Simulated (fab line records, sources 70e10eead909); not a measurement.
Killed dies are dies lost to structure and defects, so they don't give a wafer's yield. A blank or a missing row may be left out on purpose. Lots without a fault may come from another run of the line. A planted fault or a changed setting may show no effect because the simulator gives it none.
Which tool did it? | flow nand_harc | 13 lots, 39 wafers sampled, at 5 steps of a route of 1302

WHAT THE GAUGES READ, wafer by wafer
NHARC_A_BONDPAD_THK_MEAS_30: measures by ellipsometry.
lot  | measured     | on            | thk_nm (nm)
L461 | day 22 12:40 | film_metro-02 | 199.8 197.6 200.3
L465 | day 24 10:14 | film_metro-01 | 201.6 202.7 202.0
L469 | day 26 05:01 | film_metro-01 | 200.0 201.7 202.9
L467 | day 26 07:47 | film_metro-02 | 202.2 203.5 200.7
L476 | day 29 03:31 | film_metro-02 | 199.1 202.5 201.9
L477 | day 29 05:38 | film_metro-02 | 198.8 201.0 200.0
L478 | day 30 07:20 | film_metro-02 | 200.8 199.2 199.6
L480 | day 30 18:30 | film_metro-02 | 200.7 199.2 200.4
L481 | day 31 01:05 | film_metro-01 | 200.7 200.0 199.3
L479 | day 31 01:26 | film_metro-02 | 200.4 200.4 201.1
L482 | day 31 10:55 | film_metro-01 | 197.5 201.0 199.2
L484 | day 32 03:28 | film_metro-01 | 198.9 203.1 202.9
L483 | day 32 04:49 | film_metro-02 | 202.9 201.3 201.3

NHARC_END_SORT_01.
lot  | measured     | on        | defect_limited_yield (%) | killed_at_array | killed_at_other | killed_at_periphery | killed_dies | killed_open | killed_short
L461 | day 23 19:10 | prober-01 | 93.4 91.3 92.5           | 40 55 46        | 1 2 2           | 4 2 3               | 45 59 51    | 4 2 2       | 2 3 2
L469 | day 27 09:13 | prober-01 | 84.2 87.4 83.9           | 104 82 108      | 0 1 1           | 3 2 0               | 107 85 109  | 1 4 5       | 4 2 1
L478 | day 31 17:06 | prober-01 | 89.5 91.7 92.5           | 59 45 42        | 2 2 3           | 10 9 6              | 71 56 51    | 3 1 3       | 6 4 1
L481 | day 32 07:53 | prober-01 | 89.4 89.1 90.0           | 65 66 58        | 1 1 2           | 6 7 8               | 72 74 68    | 6 5 6       | 1 1 3
L479 | day 32 15:43 | prober-01 | 92.6 90.8 92.3           | 46 59 46        | 2 1 0           | 2 2 6               | 50 62 52    | 3 5 3       | 3 2 1
L484 | day 33 13:23 | prober-01 | 89.4 90.0 90.3           | 66 64 63        | 5 2 3           | 1 2 0               | 72 68 66    | 5 3 2       | 3 3 0

WHICH TOOL RAN EACH LOT (tool, then ch and the chambers of the sampled wafers, then the start)
lot  | NHARC_A_M1_PRE_CLEAN_30                 | NHARC_A_M1_PVD_21                       | NHARC_A_BONDPAD_ETCH_34
L461 | pvd_sputter-01, day 22 12:40 or earlier | pvd_sputter-01, day 22 12:40 or earlier | rie_diel-03 ch 1,2,3, day 22 13:32
L465 | pvd_sputter-01, day 24 10:14 or earlier | pvd_sputter-01, day 24 10:14 or earlier | rie_diel-05 ch 0,2, day 24 11:07
L469 | pvd_sputter-02, day 26 05:01 or earlier | pvd_sputter-02, day 26 05:01 or earlier | rie_diel-05 ch 0,2, day 26 05:53
L467 | pvd_sputter-01, day 26 07:47 or earlier | pvd_sputter-01, day 26 07:47 or earlier | rie_diel-05 ch 0,1,3, day 26 08:31
L476 | pvd_sputter-02, day 29 03:31 or earlier | pvd_sputter-02, day 29 03:31 or earlier | rie_diel-06 ch 1,2, day 29 04:16
L477 | pvd_sputter-01, day 29 05:38 or earlier | pvd_sputter-01, day 29 05:38 or earlier | rie_diel-05 ch 0,1,2, day 29 06:23
L478 | pvd_sputter-02, day 30 07:20 or earlier | pvd_sputter-02, day 30 07:20 or earlier | rie_diel-03 ch 0,2,3, day 30 08:05
L480 | pvd_sputter-02, day 30 18:30 or earlier | pvd_sputter-02, day 30 18:30 or earlier | rie_diel-03 ch 1,2,3, day 30 19:16
L481 | pvd_sputter-03, day 31 01:05 or earlier | pvd_sputter-03, day 31 01:05 or earlier | rie_diel-03 ch 0,2,3, day 31 01:50
L479 | pvd_sputter-02, day 31 01:26 or earlier | pvd_sputter-02, day 31 01:26 or earlier | rie_diel-05 ch 0,2,3, day 31 02:19
L482 | pvd_sputter-01, day 31 10:55 or earlier | pvd_sputter-01, day 31 10:55 or earlier | rie_diel-03 ch 0,2,3, day 31 11:47
L484 | pvd_sputter-01, day 32 03:28 or earlier | pvd_sputter-01, day 32 03:28 or earlier | rie_diel-06 ch 1,3, day 32 04:19
L483 | pvd_sputter-03, day 32 04:49 or earlier | pvd_sputter-03, day 32 04:49 or earlier | rie_diel-05 ch 0,2,3, day 32 05:41
- NHARC_A_M1_PRE_CLEAN_30: time 30 s.
- NHARC_A_M1_PVD_21: deposits Cu, target thk 30 nm, time 20.49 s.
- NHARC_A_BONDPAD_ETCH_34: etches the open film in N2/H2, target depth 60 nm, overetch 18 nm, time 65.91 s.

WHAT THE TOOLS THEMSELVES READ (means of the sampled wafers that have a number; where no wafer has one, the mark that the record gives instead)
NHARC_A_M1_PRE_CLEAN_30.
lot  | tool           | heater_power_w (W)
L461 | pvd_sputter-01 | 406
L465 | pvd_sputter-01 | 470
L469 | pvd_sputter-02 | 393
L467 | pvd_sputter-01 | 442
L476 | pvd_sputter-02 | 377
L477 | pvd_sputter-01 | 418
L478 | pvd_sputter-02 | 391
L480 | pvd_sputter-02 | 400
L481 | pvd_sputter-03 | 397
L479 | pvd_sputter-02 | 403
L482 | pvd_sputter-01 | 415
L484 | pvd_sputter-01 | 419
L483 | pvd_sputter-03 | 402

NHARC_A_M1_PVD_21.
lot  | tool           | cathode_dc_power_W (W) | substrate_temp_c (C) | throttle_valve_pct (%)
L461 | pvd_sputter-01 | 5000.8                 | 30.04                | 29.9
L465 | pvd_sputter-01 | 4999.3                 | 30.03                | 29.1
L469 | pvd_sputter-02 | 4999.3                 | 29.95                | 30.7
L467 | pvd_sputter-01 | 5000.4                 | 30.04                | 29.9
L476 | pvd_sputter-02 | 4999.2                 | 30.05                | 30.7
L477 | pvd_sputter-01 | 4999.8                 | 29.80                | 30.4
L478 | pvd_sputter-02 | 5000.3                 | 30.03                | 29.9
L480 | pvd_sputter-02 | 5000.6                 | 30.06                | 30.1
L481 | pvd_sputter-03 | 4999.9                 | 30.00                | 29.4
L479 | pvd_sputter-02 | 5000.1                 | 29.95                | 29.6
L482 | pvd_sputter-01 | 4999.8                 | 29.90                | 29.5
L484 | pvd_sputter-01 | 4999.8                 | 29.95                | 30.1
L483 | pvd_sputter-03 | 4999.6                 | 29.97                | 29.4

NHARC_A_BONDPAD_ETCH_34.
lot  | tool        | drypump_motor_current_A (A) | oes_product_au (a.u.) | rf_vpp_V (V) | showerhead_plenum_p_Torr (Torr) | throttle_valve_pct (%)
L461 | rie_diel-03 | 5.3                         | 1.003                 | 427          | 1.92                            | 14.172
L465 | rie_diel-05 | 5.6                         | 0.993                 | 435          | 2.20                            | 14.163
L469 | rie_diel-05 | 5.6                         | 0.952                 | 435          | 2.20                            | 14.166
L467 | rie_diel-05 | 6.0                         | 0.942                 | 432          | 2.13                            | 14.176
L476 | rie_diel-06 | 5.5                         | 1.007                 | 431          | 2.06                            | 14.174
L477 | rie_diel-05 | 5.9                         | 1.003                 | 434          | 2.17                            | 14.165
L478 | rie_diel-03 | 5.6                         | 1.000                 | 426          | 1.94                            | 14.170
L480 | rie_diel-03 | 5.3                         | 1.007                 | 428          | 1.92                            | 14.162
L481 | rie_diel-03 | 5.7                         | 0.992                 | 427          | 1.94                            | 14.170
L479 | rie_diel-05 | 5.7                         | 1.005                 | 433          | 2.14                            | 14.167
L482 | rie_diel-03 | 5.6                         | 0.998                 | 428          | 1.94                            | 14.176
L484 | rie_diel-06 | 5.8                         | 1.006                 | 429          | 1.98                            | 14.173
L483 | rie_diel-05 | 5.6                         | 1.008                 | 434          | 2.14                            | 14.170

THE ANSWER, worked out from the rows above alone
Rule: what is usual is taken from the lots themselves. Put in order of their means at a reading, lots are off if they are a third of the lots or fewer, leave a main group of 4 or more, and stand apart from it by a gap of 3 or more times the standard deviation of the main group's means; of several such gaps the widest counts. A main group whose means are all the same, to the digits that the tables above print for the reading, isn't used. A lot without any number at a reading at which 4 lots or more have one is off too. The other lots that the step has rows for count as sound. The gauges are gone through in route order, then the tools' own readings, and for those a lot's mean is taken as printed above. The first step at which some lot is off is used, and at that step the reading that is off furthest; a lot without a number counts as furthest.
Off: L469, at NHARC_END_SORT_01 (killed_at_array). The main group: mean 55, standard deviation 7.4. Neither off nor sound, because the step has no rows for them: L465, L467, L476, L477, L480, L482, L483.
A tool fits if, at a process step before that reading, it ran every lot that is off, and no sound lot after the first of them. The gauges at NHARC_END_SORT_01 aren't tried: what is off there is off at NHARC_A_BONDPAD_ETCH_34 too, on other tools, and a gauge's error can't cause that. NHARC_A_M1_PRE_CLEAN_30 gives no start for some lots, so the hours and the order of its lots are those of NHARC_A_BONDPAD_THK_MEAS_30. NHARC_A_M1_PVD_21 gives no start for some lots, so the hours and the order of its lots are those of NHARC_A_BONDPAD_THK_MEAS_30. None of those tried fits.

WHAT THE SIMULATOR HAD PUT IN
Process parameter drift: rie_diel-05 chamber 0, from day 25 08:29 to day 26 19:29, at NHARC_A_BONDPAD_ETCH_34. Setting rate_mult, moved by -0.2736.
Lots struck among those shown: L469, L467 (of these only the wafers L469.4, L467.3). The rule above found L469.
